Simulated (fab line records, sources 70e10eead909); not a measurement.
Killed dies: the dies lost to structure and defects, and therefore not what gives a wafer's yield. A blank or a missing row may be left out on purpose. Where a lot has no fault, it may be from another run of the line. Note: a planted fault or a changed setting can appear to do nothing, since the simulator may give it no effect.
Matching of chambers + flow nand-harc + NHARC_A_STAIRCASE_TRIM_12 on rie-diel-02 has 4 sister chambers
The step chemistry O2, time 211.2 s. 14 wafers are shown with their chamber, then 7 later ones without.

## WAFERS PAIRED WITH THEIR CHAMBERS
| wafer  | chamber | drypump-motor-current-A (A) | showerhead-plenum-p-Torr (Torr) | rf-vpp-V (V) |
|--------|---------|-----------------------------|---------------------------------|--------------|
| L075.1 | 3       | 5.5                         | 3.42                            | 57.4         |
| L075.2 | 0       | 6.1                         | 3.79                            | 57.1         |
| L075.6 | 0       | 6.1                         | 3.79                            | 58.5         |
| L081.2 | 0       | 6.2                         | 3.78                            | 58.7         |
| L081.3 | 3       | 5.5                         | 3.41                            | 57.1         |
| L081.4 | 1       | 5.9                         | 3.62                            | 55.8         |
| L082.1 | 2       | 6.5                         | 3.76                            | 59.7         |
| L082.2 | 0       | 6.1                         | 3.77                            | 58.8         |
| L082.5 | 2       | 6.5                         | 3.76                            | 58.4         |
| L084.4 | 0       | 6.1                         | 3.77                            | 57.3         |
| L084.5 | 0       | 6.1                         | 3.77                            | 57.1         |
| L084.6 | 3       | 5.5                         | 3.40                            | 55.8         |
| L086.3 | 0       | 6.1                         | 3.77                            | 57.5         |
| L086.4 | 0       | 6.1                         | 3.77                            | 57.6         |

SIGNATURES (averages over the wafers above)
| reading                  | chamber 0 | chamber 1 | chamber 2 | chamber 3 | scatter within a chamber |
|--------------------------|-----------|-----------|-----------|-----------|--------------------------|
| drypump-motor-current-A  | 6.112     | 5.900     | 6.500     | 5.500     | 0.0296                   |
| showerhead-plenum-p-Torr | 3.7763    | 3.6200    | 3.7600    | 3.4100    | 0.00887                  |
| rf-vpp-V                 | 57.825    | 55.800    | 59.050    | 56.767    | 0.771                    |
Rule: for each reading, subtract the chamber's mean from the wafer's reading, divide by that reading's scatter and square the result; add these up over the readings and take the root, which gives the wafer's distance from the chamber. If the next closest chamber is less than 2 further off than the closest, the wafer can't be placed; otherwise it belongs to the closest. The scatter: the root of (the sum of the squares of (reading less its chamber's mean) over the shown wafers, divided by (wafers less chambers)).

## WAFERS WHOSE CHAMBER IS MISSING
| wafer  | drypump-motor-current-A (A) | showerhead-plenum-p-Torr (Torr) | rf-vpp-V (V) |
|--------|-----------------------------|---------------------------------|--------------|
| L086.5 | 5.5                         | 3.40                            | 58.4         |
| L092.1 | 5.5                         | 3.39                            | 57.8         |
| L092.4 | 6.1                         | 3.75                            | 57.3         |
| L092.5 | 5.5                         | 3.39                            | 57.4         |
| L096.2 | 6.1                         | 3.75                            | 59.5         |
| L096.3 | 6.1                         | 3.75                            | 58.4         |
| L096.6 | 6.1                         | 3.75                            | 58.4         |

## CHAMBER TAKEN BY EACH
| wafer  | from the rows above | in truth |
|--------|---------------------|----------|
| L086.5 | 3                   | 3        |
| L092.1 | 3                   | 3        |
| L092.4 | 0                   | 0        |
| L092.5 | 3                   | 3        |
| L096.2 | 0                   | 0        |
| L096.3 | 0                   | 0        |
| L096.6 | 0                   | 0        |
Placed correctly: 7 of 7. Not placeable from these rows: 0. Number placed wrongly: 0.
